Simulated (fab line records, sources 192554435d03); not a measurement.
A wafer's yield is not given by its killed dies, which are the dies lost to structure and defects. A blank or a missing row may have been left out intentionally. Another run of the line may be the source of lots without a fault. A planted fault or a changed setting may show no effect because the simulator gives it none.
Split-lot trial + flow n5 finfet + route with 1938 steps; 7 lots, 21 wafers read

## ABOUT THE SPLIT
At N5_SD_EPI_N_EXPOSE_06 (exposes mask SD N BLK, target cd 120 nm), the setting dose mj was moved away from the recipe's 39.75 on 10 of the 21 wafers read, by -5.0% to +7.3%. The other wafers ran this setting at the recipe's value.

## FROM THE SPLIT TO THE READING: what the file shows between them, 2 steps
- N5_SD_EPI_N_PEB_07: peb time 60 s
- N5_SD_EPI_N_DEVELOP_08: develop time 30 s

## THE READING
Shown in nm: cd nm at N5_SD_EPI_N_CD_MEAS_09, with target cd 120 nm. On this fab line, fault-free wafers typically give 120.0 nm with a standard deviation of 0.56 nm.

| wafer  | tool, chamber at the split | dose mj as run | against the recipe | cd nm, nm | against lot-mates on the recipe |
|--------|----------------------------|----------------|--------------------|-----------|---------------------------------|
| L076.1 | arfi scanner-03, 0         | 38.59          | -2.9%              | 118.8     | -1.4                            |
| L076.4 | arfi scanner-03, 0         | 38.59          | -2.9%              | 118.7     | -1.5                            |
| L076.5 | arfi scanner-03, 0         | 39.75          | recipe             | 120.2     | -                               |
| L080.1 | arfi scanner-02, 0         | 39.75          | recipe             | 120.1     | -                               |
| L080.2 | arfi scanner-02, 0         | 39.75          | recipe             | 119.0     | -                               |
| L080.4 | arfi scanner-02, 0         | 40.91          | +2.9%              | 121.2     | +1.7                            |
| L081.3 | arfi scanner-02, 0         | 37.75          | -5.0%              | 117.2     | -3.5                            |
| L081.4 | arfi scanner-02, 0         | 39.75          | recipe             | 121.2     | -                               |
| L081.5 | arfi scanner-02, 0         | 39.75          | recipe             | 120.1     | -                               |
| L090.4 | arfi scanner-02, 0         | 39.75          | recipe             | 120.4     | -                               |
| L090.5 | arfi scanner-02, 0         | 39.75          | recipe             | 120.2     | -                               |
| L090.6 | arfi scanner-02, 0         | 39.75          | recipe             | 120.2     | -                               |
| L091.2 | arfi scanner-01, 0         | 42.64          | +7.3%              | 124.6     | no lot-mate on the recipe       |
| L091.3 | arfi scanner-01, 0         | 42.64          | +7.3%              | 124.4     | no lot-mate on the recipe       |
| L091.6 | arfi scanner-01, 0         | 42.64          | +7.3%              | 123.9     | no lot-mate on the recipe       |
| L092.2 | arfi scanner-02, 0         | 41.72          | +5.0%              | 123.6     | +3.1                            |
| L092.4 | arfi scanner-02, 0         | 41.72          | +5.0%              | 123.9     | +3.4                            |
| L092.5 | arfi scanner-02, 0         | 39.75          | recipe             | 120.5     | -                               |
| L097.2 | arfi scanner-03, 0         | 39.75          | recipe             | 119.9     | -                               |
| L097.3 | arfi scanner-03, 0         | 39.75          | recipe             | 119.3     | -                               |
| L097.4 | arfi scanner-03, 0         | 38.78          | -2.4%              | 118.8     | -0.8                            |

FIT RESULTS
A straight line over all 21 wafers: cd nm changes by +0.586 nm for each +1% of dose mj; r = +0.97; the points scatter about the line by 0.53 nm.
The same after taking each lot's own level away (the mean of its wafers on the recipe; 18 wafers): +0.612 nm for each +1%; r = +0.97; scatter 0.38 nm.
On that fit, the largest move of dose mj shifts the reading by 4.4 nm.
Measured against the standard deviation above, the lots' own levels, which go from 119.55 to 120.65 nm, span 2.0 times it.
Hence the lot-to-lot level has little effect on the slope; both slopes agree.
Check: -2.82 nm against its lot-mates is what the line predicts for one of the wafers moved furthest among these (-5.0%) when that wafer is left out of the fit. Against them it came out at -3.45 nm.

## THE WHOLE CHAIN: every reading that the file lists as answering this split, in the file's order
| step                   | what it does                                           | reading                                                         | change (the file's fit)               | r (the file's) |
|------------------------|--------------------------------------------------------|-----------------------------------------------------------------|---------------------------------------|----------------|
| N5_SD_EPI_N_CD_MEAS_09 | target cd 120 nm                                       | cd nm                                                           | +0.618 nm for each +1% of the setting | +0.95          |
| N5_SD_EPI_N_DESCUM_14  | chemistry O2, time 7.9 s                               | SD_EPI_N.cd nm (the simulator's own value, which no gauge read) | +0.656 nm for each +1% of the setting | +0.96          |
| N5_SD_EPI_N_ETCH_34    | etches SiARC in CF4, target depth 45.5 nm, time 75.8 s | SD_EPI_N.cd nm (the simulator's own value, which no gauge read) | +0.643 nm for each +1% of the setting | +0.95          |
| N5_SD_EPI_N_ETCH_35    | etches SOC in N2/H2, overetch 108 nm, time 486 s       | SD_EPI_N.cd nm (the simulator's own value, which no gauge read) | +0.563 nm for each +1% of the setting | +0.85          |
| N5_SD_EPI_N_ETCH_45    | etches SiOCN in CH3F/O2, target depth 6 nm             | SD_EPI_N.cd nm (the simulator's own value, which no gauge read) | +0.57 nm for each +1% of the setting  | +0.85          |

## FILE'S OWN FIT
cd nm changes by +0.618 nm for each +1% of dose mj, r = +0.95.
